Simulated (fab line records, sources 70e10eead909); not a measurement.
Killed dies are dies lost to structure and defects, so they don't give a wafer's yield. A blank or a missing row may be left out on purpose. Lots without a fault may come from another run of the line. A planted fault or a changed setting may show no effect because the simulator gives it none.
Chamber matching | flow nand_harc | NHARC_P_GATE_STRIP_101 on rie_diel-04: 4 sister chambers
The step strips in O2, time 20 s. 4 wafers are shown with their chamber, then 7 later ones without.

WAFERS WITH THEIR CHAMBER
wafer  | chamber | drypump_motor_current_A (A)
L085.6 | 3       | 5.5
L092.6 | 0       | 5.8
L093.1 | 2       | 5.4
L093.4 | 1       | 5.5

WAFERS WITHOUT THEIR CHAMBER
wafer  | drypump_motor_current_A (A)
L093.6 | 5.4
L095.1 | 5.8
L095.4 | 5.5
L095.5 | 5.4
L097.2 | 5.3
L097.4 | 5.6
L097.5 | 5.6

WHICH CHAMBER EACH WENT THROUGH
wafer  | from the rows above               | in truth
L093.6 | can't be placed: 2 or 1 or 3      | 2
L095.1 | 0                                 | 0
L095.4 | can't be placed: 1 or 3 or 2      | 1
L095.5 | can't be placed: 2 or 1 or 3      | 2
L097.2 | can't be placed: 2 or 1 or 3      | 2
L097.4 | can't be placed: 1 or 3 or 2 or 0 | 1
L097.5 | can't be placed: 1 or 3 or 2 or 0 | 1
Placed correctly: 1 of 7. Can't be placed from these rows: 6 (the true chamber is among the candidates in 6). Placed wrongly: 0.
How it was worked out, from the rows above alone: a wafer's distance from a chamber is the root of the sum, over the readings, of the square of ((its reading less the chamber's mean) divided by the reading's scatter). The wafer belongs to the nearest chamber; if the next one is less than 2 further off, it can't be placed. A chamber's mean is the mean of its shown wafers. The scatter: with one shown wafer a chamber, the root of the mean of the squares of how far each hidden wafer lies from its nearest shown one.
